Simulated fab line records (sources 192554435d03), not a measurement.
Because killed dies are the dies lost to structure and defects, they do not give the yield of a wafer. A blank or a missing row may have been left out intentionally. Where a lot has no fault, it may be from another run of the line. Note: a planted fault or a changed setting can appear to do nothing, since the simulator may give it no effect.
fab line records    flow n5-finfet
[record] lots = 7  wafers = 39
route steps=1938 shown DUMMY_GATE@237 SD_EPI_N@275 MOL_CONTACT_COAG@584
start-h: start of the lot's first displayed wafer, in hours after the record's first day    wait-h: how many hours have passed since the lot's step before this one    " unchanged from the row above    L1.1+2: a single row standing in for several wafers    - no value present, or no start provided    * or withheld: withheld    < > ~ a bound
route shown NAME@n: names a module that has steps shown in the file, with the first one's number in the route    usual: mean and standard deviation over wafers with no fault    same: alike in all rows    chamber/n: place in a boat    sites: the reading at each site    _std_site: their standard deviation    _edge_site: mean of outer sites minus mean of inner sites    radius-mm: how far each site lies from the wafer's centre    mask NAME#n: copy n    behind: tool/chamber where the wafer was last shaped    hold: cause of the lot's hold/its duration in hours/its outcome    device: which transistor (n, p or np) failed to switch    end of line: tests of these same wafers at the route's end    step lacking rows: just its recipe    killed: not the wafer's yield, but the dies lost to structure and defects at the first sort    map: per-die view of a wafer (x killed, . not killed, _ where there is no die)
set.NAME: the run value of the setting; set.NAME@STEP: its run value at that earlier step    model.NAME: the simulator's own value behind a step, which no gauge read
one table per step and one row per wafer, for lots whose settings were changed on purpose
[[steps]]
[step N5_DUMMY_GATE_ETCH_37]
[recipe] chemistry = N2/H2  target = SOC  target-depth-a = 600  overetch-a = 300  temp-c = 40  ion-energy-ev = 200  pressure-mtorr = 30  source-w = 840  bias-w = 150  n2-flow-sccm = 200  h2-flow-sccm = 200
[usual] rf-vpp-V = 522.6/2.3
lot.wafer  tool         chamber  start-h  wait-h  set.source-w  rf-vpp-V
L075.1     rie-diel-01  3        52.63    0.0     840           527.7
L075.2     "            0        "        "       727.6         547.6
L075.3     "            1        "        "       727.6         550.3
L075.4     "            2        "        "       840           523.3
L075.5     "            1        "        "       840           523.9
L075.6     "            2        "        "       727.6         548.9
L077.1     rie-diel-05  3        63.96    0.0     723.4         552.4
L077.2     "            2        "        "       723.4         548.1
L077.3     "            0        "        "       840           520.4
L077.4     "            1        "        "       840           524.6
L077.5     "            1        "        "       840           523.8
L077.6     "            0        "        "       723.4         546.9
L078.1     rie-diel-05  0        69.82    0.0     840           519.0
L078.2     "            3        "        "       894.5         514.8
L078.3     "            1        "        "       840           523.7
L078.4     "            2        "        "       894.5         511.4
L078.5     "            0        "        "       840           520.3
L078.6     "            1        "        "       894.5         513.6
L080.1     rie-diel-01  0        84.67    0.0     840           520.0
L080.2     "            2        "        "       840           522.4
L080.3     "            1        "        "       840           524.5
L080.4     "            0        "        "       765.8         536.2
L080.5     "            1        "        "       765.8         540.0
L080.6     "            2        "        "       765.8         539.6
L082.2     rie-diel-06  2        95.93    0.0     840           518.5
L082.4     "            0        "        "       840           523.4
L082.6     "            0        "        "       840           524.0
L093.1     rie-diel-06  1        163.37   0.0     840           524.2
L093.2     "            2        "        "       840           519.2
L093.3     "            0        "        "       991           495.3
L093.4     "            3        "        "       991           495.2
L093.5     "            3        "        "       840           523.3
L093.6     "            2        "        "       991           490.2
L094.1     rie-diel-06  1        168.11   0.0     950.1         499.9
L094.2     "            2        "        "       840           516.4
L094.3     "            0        "        "       840           523.7
L094.4     "            3        "        "       950.1         504.3
L094.5     "            0        "        "       840           522.8
L094.6     "            3        "        "       950.1         502.4
[step N5_DUMMY_GATE_ETCH_32]
[recipe] chemistry = CF4  target = SiO2  target-depth-a = 35  time-s = 3.9  ion-energy-ev = 350  pressure-mtorr = 10  icp-w = 800  bias-w = 400  cf4-flow-sccm = 80
lot.wafer  tool       chamber  start-h  wait-h  set.time-s  model.etch.depth-nm
L075.1     rie-si-01  0        53.15    0.1     3.144       2.81
L075.2     "          3        "        "       3.9         3.506
L075.3     "          2        "        "       3.144       2.857
L075.4     "          1        "        "       3.9         3.707
L075.5     "          0        "        "       3.144       2.816
L075.6     "          3        "        "       3.9         3.493
L077.1     rie-si-01  2        64.66    0.1     3.9         3.499
L077.2     "          0        "        "       3.9         3.471
L077.3+5   "          3,0      "        "       3.9         3.448
L077.4     "          1        "        "       3.9         3.643
L077.6     "          3        "        "       3.9         3.47
L078.1     rie-si-03  1        70.34    0.1     3.9         3.429
L078.2     "          0        "        "       3.9         3.435
L078.3     "          3        "        "       3.9         3.6
L078.4     "          2        "        "       3.9         3.555
L078.5     "          2        "        "       3.9         3.54
L078.6     "          3        "        "       3.9         3.57
L080.1     rie-si-03  3        85.27    0.1     3.416       3.107
L080.2     "          0        "        "       3.9         3.36
L080.3     "          2        "        "       3.416       3.121
L080.4     "          1        "        "       3.9         3.39
L080.5     "          0        "        "       3.416       2.96
L080.6     "          3        "        "       3.9         3.58
L082.2     rie-si-01  1        96.63    0.1     3.9         3.712
L082.4     "          3        "        "       3.9         3.468
L082.6     "          0        "        "       3.9         3.534
L093.1     rie-si-01  3        163.90   0.1     3.9         3.466
L093.2     "          0        "        "       3.9         3.552
L093.3     "          1        "        "       3.9         3.722
L093.4     "          2        "        "       3.9         3.583
L093.5     "          3        "        "       3.9         3.481
L093.6     "          0        "        "       3.9         3.522
L094.1     rie-si-01  2        168.63   0.1     3.9         3.556
L094.2     "          1        "        "       3.9         3.708
L094.3     "          0        "        "       4.586       4.122
L094.4     "          3        "        "       4.586       4.056
L094.5     "          2        "        "       3.9         3.565
L094.6     "          1        "        "       4.586       4.36
[step N5_SD_EPI_N_ETCH_35]
[recipe] chemistry = N2/H2  target = SOC  overetch-a = 1080  mask-material = SiARC  temp-c = 40  ion-energy-ev = 100  source-w = 3000  bias-w = 133  pressure-mtorr = 20  time-s = 486  n2-flow-sccm = 200  h2-flow-sccm = 200
lot.wafer   tool         chamber  start-h  wait-h  set.time-s  model.SiARC_of_SD_EPI_N_COAT_33.thk-nm
L075.1      rie-diel-04  3        54.69    0.0     541.6       17.6
L075.2      "            2        "        "       541.6       18.2
L075.3+6    "            0        "        "       486         20
L075.4      "            1        "        "       541.6       18
L075.5      "            3        "        "       486         19.6
L077.1+5    rie-diel-04  1        66.63    0.0     381.6       23
L077.2      "            0        "        "       486         19.8
L077.3+4    "            3        "        "       486         19.4
L077.6      "            0        "        "       381.6       23.2
L078.1      rie-diel-03  1        72.04    0.0     486         20.6
L078.2+6    "            0,1      "        "       455.2       21.4
L078.3      "            3        "        "       455.2       20.8
L078.4      "            2        "        "       486         19.6
L078.5      "            2        "        "       486         19.4
L080.1      rie-diel-02  2        87.70    0.0     528.7       18.8
L080.2      "            1        "        "       528.7       18.4
L080.3      "            3        "        "       486         20.4
L080.4+6    "            0,1      "        "       486         19.4
L080.5      "            0        "        "       528.7       18
L082.2      rie-diel-02  2        98.17    0.0     486         19.8
L082.4      "            1        "        "       486         19.6
L082.6      "            2        "        "       486         20
L093.1      rie-diel-04  2        165.44   0.0     598.8       16.6
L093.2+6    "            1        "        "       598.8       16.4
L093.3      "            0        "        "       486         19.6
L093.4      "            3        "        "       486         19.8
L093.5      "            0        "        "       486         19.4
L094.1+4+5  rie-diel-02  2,1,1    170.33   0.0     542.5       17.8
L094.2      "            3        "        "       486         20.2
L094.3      "            0        "        "       486         19.2
L094.6      "            0        "        "       486         19.4
[step N5_MOL_CONTACT_COAG_ETCHBACK_135]
[recipe] chemistry = CHF3  target = SiO2  target-depth-a = 250  time-s = 16.7  ion-energy-ev = 200  pressure-mtorr = 30  source-w = 610  bias-w = 170  Ar_flow_sccm = 200  CHF3_flow_sccm = 50
lot.wafer   tool         chamber  start-h  wait-h  set.time-s  model.SOC_of_MOL_CONTACT_COAG_COAT_75.thk-nm
L075.1+4+5  rie-diel-03  2,2,3    104.53   0.0     19.66       57
L075.2      "            0        "        "       16.7        57.8
L075.3+6    "            3,0      "        "       16.7        57.4
L077.1+6    rie-diel-02  0,1      119.28   0.0     12.96       58
L077.2+5    "            2        "        "       16.7        57.4
L077.3      "            1        "        "       12.96       58.2
L077.4      "            0        "        "       16.7        57.2
L078.1      rie-diel-03  0        127.05   0.0     16.7        57.6
L078.2+6    "            3        "        "       18.95       57
L078.3+5    "            2        "        "       16.7        57.4
L078.4      "            0        "        "       18.95       57.4
L080.1+6    rie-diel-02  0        138.33   0.0     16.7        57.4
L080.2+3    "            2,1      "        "       20.71       57
L080.4      "            3        "        "       20.71       56.8
L080.5      "            1        "        "       16.7        57.6
L082.2      rie-diel-03  3        153.07   0.0     16.7        57.2
L082.4      "            3        "        "       16.7        57.4
L082.6      "            1        "        "       16.7        57.6
L093.1+4    rie-diel-03  3,2      215.82   0.0     13.36       58
L093.2+3    "            1,0      "        "       16.7        57.6
L093.5      "            1        "        "       16.7        57.4
L093.6      "            2        "        "       13.36       58.2
L094.1+4    rie-diel-03  3,0      223.52   0.0     16.7        57.4
L094.2+3    "            2,1      "        "       12.94       57.8
L094.5      "            3        "        "       12.94       58
L094.6      "            0        "        "       16.7        57
[step N5_MOL_CONTACT_COAG_CVD_140]
[recipe] material = W  target-thk-a = 665  mode = selective-fill  temp-c = 300  time-s = 215
lot.wafer   tool      chamber  start-h  wait-h  set.target-thk-a  model.W_of_MOL_CONTACT_COAG_CVD_140.thk-nm
L075.1+5    cvd-w-01  0        106.81   0.1     581.3             58
L075.2      "         1        "        "       665               66.4
L075.3      "         1        "        "       581.3             58.4
L075.4      "         0        "        "       665               66
L075.6      "         1        "        "       665               66.6
L077.1      cvd-w-01  1        121.27   0.1     665               67.6
L077.2+5    "         0        "        "       665               67
L077.3      "         0        "        "       665               66.2
L077.4      "         1        "        "       665               67.8
L077.6      "         1        "        "       665               68.2
L078.1      cvd-w-02  0        130.56   0.1     695.5             69.4
L078.2      "         1        "        "       665               66.2
L078.3      "         1        "        "       695.5             70
L078.4      "         0        "        "       665               67
L078.5      "         0        "        "       665               67.2
L078.6      "         1        "        "       695.5             70.4
L080.1      cvd-w-01  1        140.95   0.1     665               67.4
L080.2+3    "         0        "        "       665               66.4
L080.4      "         1        "        "       603.8             61.2
L080.5      "         1        "        "       603.8             60.8
L080.6      "         0        "        "       603.8             60
L082.2+4+6  cvd-w-01  0,1,1    154.94   0.1     665               67.4
L093.1      cvd-w-02  1        217.59   0.1     596.3             58.2
L093.2      "         0        "        "       665               66
L093.3      "         1        "        "       596.3             58.8
L093.4      "         0        "        "       665               65.8
L093.5      "         0        "        "       596.3             58.6
L093.6      "         1        "        "       665               65.4
L094.1+5    cvd-w-01  0,1      225.55   0.1     689.6             69.4
L094.2      "         1        "        "       665               66.8
L094.3      "         0        "        "       689.6             69.6
L094.4      "         1        "        "       665               67.6
L094.6      "         0        "        "       665               66
[[key]]
[split] step = N5_DUMMY_GATE_ETCH_37  setting = source-w  stated = 840  by = wafer
[response] step = N5_DUMMY_GATE_ETCH_37  reading = rf-vpp-V  change = -1.66  per = 1%  r = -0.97
[split] step = N5_DUMMY_GATE_ETCH_32  setting = time-s  stated = 3.9  by = wafer
[response] step = N5_DUMMY_GATE_ETCH_32  reading = model.etch.depth-nm  change = +0.0347  per = 1%  r = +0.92
[split] step = N5_SD_EPI_N_ETCH_35  setting = time-s  stated = 486  by = wafer
[response] step = N5_SD_EPI_N_ETCH_35  reading = model.SiARC_of_SD_EPI_N_COAT_33.thk-nm  change = -0.153  per = 1%  r = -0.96
[split] step = N5_MOL_CONTACT_COAG_ETCHBACK_135  setting = time-s  stated = 16.7  by = wafer
[response] step = N5_MOL_CONTACT_COAG_ETCHBACK_135  reading = model.SOC_of_MOL_CONTACT_COAG_COAT_75.thk-nm  change = -0.0271  per = 1%  r = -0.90
[split] step = N5_MOL_CONTACT_COAG_CVD_140  setting = target-thk-a  stated = 665  by = wafer
[response] step = N5_MOL_CONTACT_COAG_CVD_140  reading = model.W_of_MOL_CONTACT_COAG_CVD_140.thk-nm  change = +0.67  per = 1%  r = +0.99
